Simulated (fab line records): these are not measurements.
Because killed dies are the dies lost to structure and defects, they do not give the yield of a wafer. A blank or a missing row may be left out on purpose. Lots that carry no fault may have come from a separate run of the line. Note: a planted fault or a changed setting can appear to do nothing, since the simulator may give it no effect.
Code-filled problem report in 8D (eight disciplines) form || flow nandHarc || the parts of the form that need people (team, actions taken, sign-off) are left out

## 1. THE ISSUE
Wafers with no fault read 318 with a standard deviation of 120, whereas rawDefectCount at NHARC_P_M2_INSPECT_27 reads a mean of 4679 on 1 wafer of 1 lot. Relative to the usual mean, that is a shift of +36 standard deviations.
The first sign was on wafer L267.3 at day 9 10:57, on defectInspect-02. The record holds 36 wafers of 12 lots with a number at this step. By rule, "out" or "out of limits" means more than 4 standard deviations away from the usual mean. The other wafers with a number count as sound.

## 2. WHAT IT IS; WHAT IT IS NOT
{"question": "which readings at this step", "is": "rawDefectCount", "is not": "-"}
{"question": "which lots", "is": "L267", "is not": "L255, L258, L269, L270, L271, L272, L273, L274, L275, L276, L277"}
{"question": "which wafers of those lots", "is": "L267.3", "is not": "L267.1, L267.2"}
{"question": "read on which gauges", "is": "defectInspect-02", "is not": "defectInspect-01"}
{"question": "when", "is": "from day 9 10:57", "is not": "up to then (8 sound wafers); but 27 sound wafers of L269, L270, L271, L272, L273, L274, L275, L276, L277 came after"}

## 3. SUSPECTS, AND WHAT RULES EACH OUT
Counting: any tool at a process step up to the reading remains a suspect provided it ran every lot that is out. Sound lots after the first of them don't rule it out here, since some wafers of a struck lot are sound.
- the gauge at NHARC_P_M2_INSPECT_27 has been ruled out. All the wafers that are out were read on defectInspect-02, but those of them that NHARC_END_SORT_01 has rows for are out there too, on other tools.
- cmp-03 at NHARC_P_M2_CMP_23 (polishes, t overpolish 20 s, target thk 144.3 nm): kept. It processed L267, the lot that is out, at day 9 10:29, and its most recent sound lot before then was L258 at day 6 21:28.
- Within cmp-03 at NHARC_P_M2_CMP_23: the wafers that are out ran in chamber 2; their sound lot-mates ran in chambers 0, 3.
Remaining after the count: cmp-03 at NHARC_P_M2_CMP_23.

## 4. THE CAUSE (what the simulator had put in)
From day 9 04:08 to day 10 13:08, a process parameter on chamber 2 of cmp-03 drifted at NHARC_P_M2_CMP_23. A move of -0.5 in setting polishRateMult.
Counting left only this tool.

## 5. SEQUENCE OF EFFECTS, ordered by route
One row per reading whose mean, taken over the struck wafers that have a number, lies over 3 standard deviations from the usual. Only readings whose record carries a usual standard deviation are examined. hours: median over the lots of the time between each lot's start at the first step of this table that gives one and its start at this step. sigmas: the change, counted in usual standard deviations.
{"hours": 0, "step": "NHARC_P_M2_INSPECT_27", "reading": "rawDefectCount", "usual": 318, "on struck wafers": 4679, "change": "+4361", "sigmas": "+36"}
{"hours": 310, "step": "NHARC_END_SORT_01", "reading": "defectLimitedYield", "usual": "95.6 %", "on struck wafers": 0.0, "change": -95.6, "sigmas": -60}
{"hours": 310, "step": "NHARC_END_SORT_01", "reading": "killedAtPeriphery", "usual": 3.0, "on struck wafers": 647.0, "change": "+644.0", "sigmas": "+99 or more"}
{"hours": 310, "step": "NHARC_END_SORT_01", "reading": "killedDies", "usual": 29, "on struck wafers": 677, "change": "+648", "sigmas": "+59"}
{"hours": 310, "step": "NHARC_END_SORT_01", "reading": "sort_bin_3_pct", "usual": "0.25 %", "on struck wafers": 94.09, "change": "+93.84", "sigmas": "+99 or more"}
{"hours": 310, "step": "NHARC_END_SORT_01", "reading": "sortNPass", "usual": 648, "on struck wafers": 0, "change": -648, "sigmas": -59}
{"hours": 310, "step": "NHARC_END_SORT_01", "reading": "sortRimYieldPct", "usual": "96.5 %", "on struck wafers": 0.0, "change": -96.5, "sigmas": -37}
{"hours": 310, "step": "NHARC_END_SORT_01", "reading": "sortYieldPct", "usual": "95.6 %", "on struck wafers": 0.0, "change": -95.6, "sigmas": -60}

## 6. HOW IT WOULD HAVE BEEN CAUGHT EARLIER
Counted from the fault's start at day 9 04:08, it took 7 hours until the first out-of-limits reading at a measuring or inspecting step in this record, taken at day 9 10:57.
Tool readings at NHARC_P_M2_CMP_23 with a usual standard deviation given in the record: none out on any struck wafer, hence no alarm at a limit of 4 standard deviations on them.
Lots out: 1; all had begun NHARC_P_M2_CMP_23 on cmp-03 by day 9 10:57. Holding the tool at that point would not have protected any of them.
